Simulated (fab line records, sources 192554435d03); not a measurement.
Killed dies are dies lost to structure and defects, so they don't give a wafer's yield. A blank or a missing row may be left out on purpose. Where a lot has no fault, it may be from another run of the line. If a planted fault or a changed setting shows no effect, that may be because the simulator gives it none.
fab line records	flow n5-finfet
record: lots: 12	wafers: 36	last-day: 20
route steps=1938 shown ILD0@345 SDB@361 DUMMY_REMOVAL@382 PASSIVATION@1936
lots that met no fault: taken from a fault-free run of the same line
start-h: hours from the record's opening day to when the first of the lot's shown wafers began	wait-h: hours since the lot's step before	" as in the row above	L1.1+2: a row that stands for several wafers	- either no value or no given start	* or withheld: withheld	< > ~ a bound
route shown NAME@n: NAME is a module with steps in the file, n the number in the route of the first one	usual: mean/standard deviation of fault-free wafers	same: alike in all rows	chamber/n: place in a boat	sites: the reading at each site	_std_site: the values' standard deviation	_edge_site: inner sites' mean taken away from outer sites' mean	radius-mm: how far each site lies from the wafer's centre	mask NAME#n: copy n	behind: the most recent tool/chamber to have shaped the wafer	hold: the reason the lot was held/the length of the hold in hours/how it ended	device: whichever transistor did not switch (one of n, p or np)	end of line: tests of these same wafers at the route's end	step lacking rows: just its recipe	killed: dies that structure and defects cost at the first sort, which is not the same as the wafer's yield	map: the dies of a wafer, with x for killed, . for not killed, _ for no die there
set.NAME: the setting the step ran with; set.NAME@STEP: the setting that earlier step ran with	model.NAME: the simulator's own value behind a step, which no gauge read
route steps across a sampled set of lots; one table per step, one row per wafer
services: the hour from which a tool's chamber was out of use, counted from the record's first day as start-h (under 0 if before that day), plus the number of hours and why
== steps ==
step: N5_ILD0_THK_MEAS_13
usual: thk-nm: 18.0/1
lot.wafer	tool	chamber	start-h	wait-h	thk-nm
L967.1	film-metro-01	-	65.67	-	16.9
L967.4	"	-	"	"	15.9
L967.6	"	-	"	"	17.7
L968.1	film-metro-02	-	71.90	-	16.8
L968.4	"	-	"	"	16.4
L968.5	"	-	"	"	16.6
L976.1	film-metro-01	-	120.97	-	17.1
L976.4	"	-	"	"	16.4
L976.6	"	-	"	"	18.2
L977.2	film-metro-01	-	126.47	-	19.7
L977.3	"	-	"	"	17.9
L977.5	"	-	"	"	19.0
L980.4	film-metro-01	-	147.52	-	17.7
L980.5	"	-	"	"	17.1
L980.6	"	-	"	"	16.3
L982.3	film-metro-02	-	157.82	-	17.9
L982.4	"	-	"	"	18.3
L982.6	"	-	"	"	16.9
L983.1	film-metro-01	-	162.84	-	18.5
L983.5	"	-	"	"	17.8
L983.6	"	-	"	"	18.1
L984.2	film-metro-01	-	169.86	-	17.9
L984.3	"	-	"	"	17.9
L984.4	"	-	"	"	17.6
L986.2	film-metro-02	-	182.17	-	17.5
L986.3	"	-	"	"	17.9
L986.4	"	-	"	"	18.2
L988.1	film-metro-01	-	193.39	-	17.9
L988.3	"	-	"	"	18.1
L988.6	"	-	"	"	18.1
L989.2	film-metro-01	-	199.21	-	18.4
L989.4	"	-	"	"	18.7
L989.6	"	-	"	"	17.8
L990.1	film-metro-01	-	222.72	0.3	18.3
L990.2	"	-	"	"	19.0
L990.5	"	-	"	"	17.3
step: N5_SDB_ETCH_18
recipe: chemistry: N2/H2	target: SOC	target-depth-a: 1000	overetch-a: 200	mask-material: SiARC	temp-c: 40	time-s: 150	ion-energy-ev: 200	pressure-mtorr: 30	source-w: 840	bias-w: 150	n2-flow-sccm: 200	h2-flow-sccm: 200
usual: drypump-motor-current-A: 5.6/0.49	oes-product-au: 0.75/0.08	rf-fwd-power-W: 836.8/2.9	rf-vpp-V: 525/3	showerhead-plenum-p-Torr: 2.57/0.11	throttle-valve-pct: 17.76/0.19
same: time-s: 150
lot.wafer	tool	chamber	start-h	wait-h	drypump-motor-current-A	oes-product-au	rf-fwd-power-W	rf-hours-counter-h	rf-vpp-V	showerhead-plenum-p-Torr	throttle-valve-pct
L967.1	rie-diel-01	1	66.34	0.0	5.1	0.88	840.8	0	530	2.72	17.66
L967.4	"	0	"	"	5.7	0.76	840.8	57	524	2.57	17.56
L967.6	"	3	"	"	6.3	0.61	832.3	-	522	2.50	18.21
L968.1	rie-diel-03	2	72.74	0.0	5.3	0.68	836.7	169	521	2.44	17.98
L968.4	"	3	"	"	4.9	0.67	835.1	171	526	2.64	18.13
L968.5	"	2	"	"	5.3	0.67	839.5	-	521	2.44	17.99
L976.1	rie-diel-01	0	121.73	0.0	5.7	0.74	836.8	77	524	2.56	17.61
L976.4	"	3	"	"	6.3	0.83	837.8	13	522	2.50	17.81
L976.6	"	1	"	"	5.1	0.81	837.4	-	527	2.71	17.70
L977.2	rie-diel-04	0	127.14	0.0	5.3	0.83	834.6	18	523	2.50	17.66
L977.3	"	1	"	"	5.0	0.84	840.6	3	528	2.72	17.55
L977.5	"	0	"	"	5.3	0.83	833.6	-	522	2.50	17.66
L980.4	rie-diel-04	3	148.19	0.0	6.1	0.63	835.8	241	520	2.40	18.07
L980.5	"	0	"	"	5.3	0.82	833.5	-	523	2.49	17.68
L980.6	"	1	"	"	5.0	0.82	833.1	-	529	2.72	17.57
L982.3	rie-diel-04	0	158.58	0.0	5.3	0.81	839.0	29	523	2.49	17.68
L982.4	"	1	"	"	5.1	0.81	837.0	13	529	2.72	17.59
L982.6	"	1	"	"	5.1	0.82	833.9	-	529	2.72	17.58
L983.1	rie-diel-03	2	163.51	0.0	5.3	0.65	830.9	193	520	2.43	18.02
L983.5	"	3	"	"	4.8	0.64	835.1	-	525	2.62	18.19
L983.6	"	0	"	"	5.5	0.61	836.4	-	524	2.49	17.78
L984.2	rie-diel-01	2	170.40	0.0	5.4	0.82	831.9	15	529	2.71	17.63
L984.3	"	1	"	"	5.1	0.79	839.1	32	529	2.71	17.73
L984.4	"	3	"	"	6.3	0.80	840.8	25	523	2.49	17.81
L986.2	rie-diel-01	2	182.84	0.0	5.3	0.82	838.8	20	528	2.71	17.62
L986.3	"	1	"	"	5.1	0.78	838.5	37	527	2.70	17.74
L986.4	"	0	"	"	5.7	0.72	836.9	94	524	2.56	17.62
L988.1	rie-diel-04	2	194.43	0.0	6.1	0.71	834.8	97	525	2.56	17.57
L988.3	"	1	"	"	5.0	0.78	836.9	29	529	2.71	17.60
L988.6	"	0	"	"	5.3	0.79	836.6	-	522	2.48	17.69
L989.2	rie-diel-01	1	199.76	0.0	5.1	0.78	835.7	44	527	2.70	17.74
L989.4	"	3	"	"	6.3	0.78	839.5	37	522	2.49	17.85
L989.6	"	0	"	"	5.7	0.71	836.6	-	524	2.55	17.66
L990.1	rie-diel-01	1	223.27	0.0	5.1	0.78	834.9	50	528	2.70	17.74
L990.2	"	0	"	"	5.8	0.71	837.3	108	525	2.55	17.64
L990.5	"	2	"	"	5.3	0.79	835.3	-	528	2.70	17.66
step: N5_SDB_INSPECT_36
recipe: inspect-instrument: darkfield	mode: post-cmp
usual: raw-defect-count: 30/14
lot.wafer	tool	chamber	start-h	wait-h	raw-defect-count
L967.1	defect-inspect-01	-	70.12	0.0	43
L967.4	"	-	"	"	12
L967.6	"	-	"	"	77
L968.1	defect-inspect-02	-	76.94	0.0	20
L968.4	"	-	"	"	41
L968.5	"	-	"	"	43
L976.1	defect-inspect-01	-	125.66	0.0	28
L976.4	"	-	"	"	13
L976.6	"	-	"	"	14
L977.2	defect-inspect-01	-	130.97	0.0	23
L977.3	"	-	"	"	31
L977.5	"	-	"	"	10
L980.4	defect-inspect-01	-	151.96	0.0	31
L980.5	"	-	"	"	25
L980.6	"	-	"	"	32
L982.3	defect-inspect-02	-	162.36	0.0	44
L982.4	"	-	"	"	27
L982.6	"	-	"	"	43
L983.1	defect-inspect-02	-	167.30	0.0	25
L983.5	"	-	"	"	21
L983.6	"	-	"	"	26
L984.2	defect-inspect-01	-	174.19	0.0	58
L984.3	"	-	"	"	33
L984.4	"	-	"	"	65
L986.2	defect-inspect-01	-	187.18	0.0	14
L986.3	"	-	"	"	27
L986.4	"	-	"	"	30
L988.1	defect-inspect-02	-	198.25	0.0	41
L988.3	"	-	"	"	25
L988.6	"	-	"	"	27
L989.2	defect-inspect-02	-	203.87	0.0	38
L989.4	"	-	"	"	44
L989.6	"	-	"	"	58
L990.1	defect-inspect-01	-	227.04	0.0	33
L990.2	"	-	"	"	6
L990.5	"	-	"	"	21
step: N5_DUMMY_REMOVAL_PRECLEAN_08
recipe: chemistry: NF3:NH3	afs-cycles: 2	temp-c: 30	time-s: 20	sublimation-temp-c: 180	sublimation-time-s: 60	pressure-torr: 3	rf-power-w: 30
usual: time-s: 20/0
lot.wafer	tool	chamber	start-h	wait-h	time-s
L967.1	remote-plasma-01	0	70.39	0.0	20
L967.4	"	0	"	"	20
L967.6	"	0	"	"	20
L968.1	remote-plasma-02	0	77.21	0.0	20
L968.4	"	0	"	"	20
L968.5	"	0	"	"	20
L976.1	remote-plasma-01	0	125.94	0.0	20
L976.4	"	0	"	"	21.914
L976.6	"	0	"	"	21.914
L977.2	remote-plasma-01	0	131.27	0.1	20
L977.3	"	0	"	"	20
L977.5	"	0	"	"	21.914
L980.4	remote-plasma-02	0	152.32	0.1	20
L980.5	"	0	"	"	20
L980.6	"	0	"	"	20
L982.3	remote-plasma-02	1	162.68	0.1	20
L982.4	"	1	"	"	20
L982.6	"	1	"	"	20
L983.1	remote-plasma-02	1	167.60	0.0	20
L983.5	"	1	"	"	20
L983.6	"	1	"	"	20
L984.2	remote-plasma-02	1	174.49	0.1	20
L984.3	"	1	"	"	20
L984.4	"	1	"	"	20
L986.2	remote-plasma-02	1	187.48	0.1	20
L986.3	"	1	"	"	20
L986.4	"	1	"	"	20
L988.1	remote-plasma-02	1	198.76	0.0	20
L988.3	"	1	"	"	20
L988.6	"	1	"	"	20
L989.2	remote-plasma-01	0	204.21	0.1	20
L989.4	"	0	"	"	20
L989.6	"	0	"	"	20
L990.1	remote-plasma-02	0	227.33	0.0	20
L990.2	"	0	"	"	20
L990.5	"	0	"	"	20
step: N5_PASSIVATION_PROBE_49
usual: killed_at_M0_to_M3: 36/11	killed_at_M4_up: 14/5.6	killed-at-contacts: 11/5.6	killed-at-front-end: 40/12	killed-at-other: 4/3.2	killed-dies: 105/17	killed-open: 69/12	killed-short: 34/8.4
same: gross-dies: 1180	killed-at-back-side: 0
lot.wafer	tool	chamber	start-h	wait-h	killed_at_M0_to_M3	killed_at_M4_up	killed-at-contacts	killed-at-front-end	killed-at-other	killed-dies	killed-open	killed-short
L977.2	prober-01	-	367.47	0.1	42	14	8	28	0	92	57	34
L977.3	prober-01	-	367.52	0.1	47	16	6	41	2	112	67	43
L977.5	prober-01	-	367.62	0.2	52	9	7	39	4	111	61	50
killed by level:class
L977.2 BEOL_M0_SAQP:geometric-particle:short=11 BEOL_M3:geometric-particle:open=10 FIN_SAQP:geometric-particle:short=7 MOL_CONTACT_COAG:geometric-particle:open=7 BEOL_M2:geometric-particle:open=6 BEOL_M4:geometric-particle:open=6 BEOL_M0_SAQP:geometric-particle:open=5 FIN_SAQP:geometric-particle:open=4
L977.3 BEOL_M3:geometric-particle:open=17 FIN_SAQP:geometric-particle:short=16 FIN_SAQP:geometric-particle:open=10 BEOL_M0_SAQP:geometric-particle:short=8 BEOL_M4:geometric-particle:open=7 BEOL_M0_SAQP:geometric-particle:open=6 MOL_CONTACT_COAG:geometric-particle:open=4 BEOL_M3:geometric-particle:short=4
L977.5 BEOL_M0_SAQP:geometric-particle:short=14 FIN_SAQP:geometric-particle:open=12 FIN_SAQP:geometric-particle:short=12 BEOL_M0_SAQP:geometric-particle:open=9 BEOL_M1:geometric-particle:open=9 MOL_CONTACT_COAG:geometric-particle:open=5 BEOL_M2:geometric-particle:short=5 BEOL_M3:geometric-particle:open=5
== services ==
tool	chamber	start-h	hours	kind
rie-diel-01	1	42.66	-	clean
rie-diel-01	1	42.66	-	consumable-replace:focus-ring
rie-diel-01	1	42.66	-	consumable-replace:showerhead
rie-diel-01	1	42.66	22.2	scheduled-down
rie-diel-01	1	42.66	22.2	vent-cycle
rie-diel-01	3	67.95	-	clean
rie-diel-01	3	67.95	-	consumable-replace:focus-ring
rie-diel-01	3	67.95	17.7	scheduled-down
rie-diel-01	3	67.95	17.7	vent-cycle
rie-diel-01	2	85.67	-	clean
rie-diel-01	2	85.67	-	consumable-replace:focus-ring
rie-diel-01	2	85.67	-	consumable-replace:showerhead
rie-diel-01	2	85.67	16.1	scheduled-down
rie-diel-01	2	85.67	16.1	vent-cycle
rie-diel-04	1	92.78	-	clean
rie-diel-04	1	92.78	-	consumable-replace:focus-ring
rie-diel-04	1	92.78	-	consumable-replace:showerhead
rie-diel-04	1	92.78	18.6	scheduled-down
rie-diel-04	3	103.26	4.3	repair
rie-diel-01	-	129.43	10.9	repair
rie-diel-04	3	138.33	9.4	repair
remote-plasma-01	-	142.95	1.3	repair
rie-diel-01	2	143.52	8.2	repair
remote-plasma-02	-	193.30	0.3	repair
== key ==
first-sign: step: N5_DUMMY_REMOVAL_PRECLEAN_08	reading: time-s	direction: up	sigmas: 99+	usual: *	struck: *
effect none on later readings
met-at N5_DUMMY_REMOVAL_PRECLEAN_08
struck-lots L976,L977
struck-wafers L976.4,L976.6,L977.5
tester-left-out L976,L977
not-acting-at N5_ILD0_THK_MEAS_13,N5_SDB_ETCH_18,N5_SDB_INSPECT_36
onset-between 70.39 125.94
fault: kind: process-parameter-drift	tool: remote-plasma-01	chamber: -	onset-h: 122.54	steps: N5_DUMMY_REMOVAL_PRECLEAN_08	channel: time-s	offset: *	shape: step	end-h: 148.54	scope: struck-wafers-only	acts-in: *	stated: *
tester-left-out: of these lots the tester's yield and bins aren't shown, on N5 and GAA mostly nor the transistor test; their killed dies are dies lost to structure and defects alone, not to doping, threshold or leakage, so they don't give the yield
